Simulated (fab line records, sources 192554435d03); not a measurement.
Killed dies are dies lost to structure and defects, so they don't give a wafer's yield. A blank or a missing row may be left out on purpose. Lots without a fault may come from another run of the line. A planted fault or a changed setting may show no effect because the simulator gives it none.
Which tool did it? | flow n5_finfet | 8 lots, 22 wafers sampled, at 1 step of a route of 1938

WHAT THE GAUGES READ, wafer by wafer
N5_MOL_CONTACT_COAG_INSPECT_97: inspects for defects (darkfield).
lot  | measured    | on                | raw_defect_count
L239 | day 6 12:08 | defect_inspect-01 | 59 51 30
L241 | day 7 01:09 | defect_inspect-01 | 63 60 37
L244 | day 7 10:59 | defect_inspect-02 | 23
L247 | day 8 04:43 | defect_inspect-02 | 42 21 43
L248 | day 8 11:07 | defect_inspect-01 | 28 23 34
L249 | day 8 14:23 | defect_inspect-02 | 82 56 39
L251 | day 9 07:05 | defect_inspect-02 | 48 37 69
L253 | day 9 15:21 | defect_inspect-01 | 45 46 38

WHICH TOOL RAN EACH LOT (tool, then ch and the chambers of the sampled wafers, then the start)
The record holds no process step before these readings.

THE ANSWER, worked out from the rows above alone
Rule: what is usual is taken from the lots themselves. Put in order of their means at a reading, lots are off if they are a third of the lots or fewer, leave a main group of 4 or more, and stand apart from it by a gap of 3 or more times the standard deviation of the main group's means; of several such gaps the widest counts. A main group whose means are all the same, to the digits that the tables above print for the reading, isn't used. A lot without any number at a reading at which 4 lots or more have one is off too. The other lots that the step has rows for count as sound.
No lot is off at any reading shown: from this, nothing can be told.

WHAT THE SIMULATOR HAD PUT IN
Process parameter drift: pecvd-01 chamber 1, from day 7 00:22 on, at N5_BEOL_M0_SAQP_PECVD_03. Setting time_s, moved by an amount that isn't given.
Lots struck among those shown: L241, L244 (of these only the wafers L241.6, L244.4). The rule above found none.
